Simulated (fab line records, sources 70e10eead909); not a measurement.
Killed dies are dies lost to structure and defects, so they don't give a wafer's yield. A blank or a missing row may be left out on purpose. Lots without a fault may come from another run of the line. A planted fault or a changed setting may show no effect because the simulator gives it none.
A struck lot beside a sound one | flow nand_harc | 11 steps out of a route of 1302
Sound: wafers L608.1, L608.2, L608.3. Struck: wafers L601.1, L601.4, L601.5. The cause comes at the end.
At each step with rows: each side's tool, then ch and its chambers, then its first start. Under that, the readings that differ: sound wafers | struck wafers | difference of the means | sigmas: that difference in standard deviations of wafers without a fault.
alike: readings whose means differ by less than 2 such deviations, and words and numbers that are the same on both sides. not compared: withheld readings, readings that some wafer has no value for, bounds like >300 that may hide the same value, and numbers for which the record gives no deviation and whose values overlap.
The two part at a step that has a row with sigmas, a row that says differs or no value, or rows on one side only. Numbers that don't overlap but have no deviation are shown without sigmas and don't part them. A reading that every wafer of one side lacks parts them only if that side has two wafers or more.

first, 1 step without rows for these wafers: NHARC_A_WL_FILL_CVD_23 (deposits poly-Si, target thk 40 nm, time 800 s).
NHARC_A_WL_FILL_ETCHBACK_26: etches the open film in HBr, target depth 52 nm, time 13.3 s.
  sound on rie_si-05 ch 0,1,2, day 28 23:52; struck on rie_si-06 ch 0,2, day 26 16:46
  alike: drypump_motor_current_A, hbr_flow_sccm, oes_product_au, rf_fwd_power_W, throttle_valve_pct
  not compared: rf_hours_counter_h
then, 2 steps without rows for these wafers: NHARC_A_WL_FILL_PRECLEAN_30 (cleans in dHF, time 10 s); NHARC_A_WL_FILL_SRD_14.
NHARC_A_WL_FILL_ALD_19: deposits TiN, target thk 2 nm, pulse time 3 s, ald cycles 100.
  sound on ald_metal-04 ch 0,1,2, day 29 00:07; struck on ald_metal-04 ch 1,3, day 26 17:02
  alike: heater_power_w, precursor_pulse_height_rel
NHARC_A_WL_FILL_CVD_20: deposits W, target thk 100 nm, time 74 s.
  sound on cvd_w-02 ch 0,1; struck on cvd_w-02 ch 0,1
  alike: heater_power_w, mfc_h2_sccm, throttle_valve_pct
NHARC_A_WL_FILL_CMP_12: polishes, t overpolish 30 s, target thk 100 nm.
  sound on cmp-02 ch 0,2,3, day 29 00:30; struck on cmp-03 ch 0,1,2, day 26 17:28
  alike: motor_current_A, overpolish_run_s, time_to_endpoint_s
then, 1 step without rows for these wafers: NHARC_A_WL_FILL_SRD_31.
NHARC_A_WL_FILL_INSPECT_15:
  sound on defect_inspect-02, day 29 00:58; struck on defect_inspect-01, day 26 17:53
  alike: raw_defect_count
NHARC_A_CONTACT_DEP_24: deposits SiO2, target thk 500 nm.
  sound on pecvd-04 ch 0,1,2, day 29 01:02; struck on pecvd-04 ch 0,2, day 26 17:57
  no value came back on the struck wafers for any of 5 readings (chamber_pressure_Torr (Torr), flow_sccm (sccm) and others); on the sound wafers chamber_pressure_Torr (Torr) reads 6.497 6.496 6.503
-- the record jumps here: 3 days lie between the struck wafers' starts before and after (it left off in module A_CONTACT and takes up again in module END, whose first step shown is number 1302 of the route) --
NHARC_END_SORT_01:
  the record has rows for the struck wafers here (prober-02 ch 0, day 30 04:38) and none for the sound ones

WHERE THEY PART
First at NHARC_A_CONTACT_DEP_24; last, within this record, at NHARC_END_SORT_01.

WHY: what the simulator had put in
Skipped step whole: pecvd-04, from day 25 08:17 on, at NHARC_A_CONTACT_DEP_24. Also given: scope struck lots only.
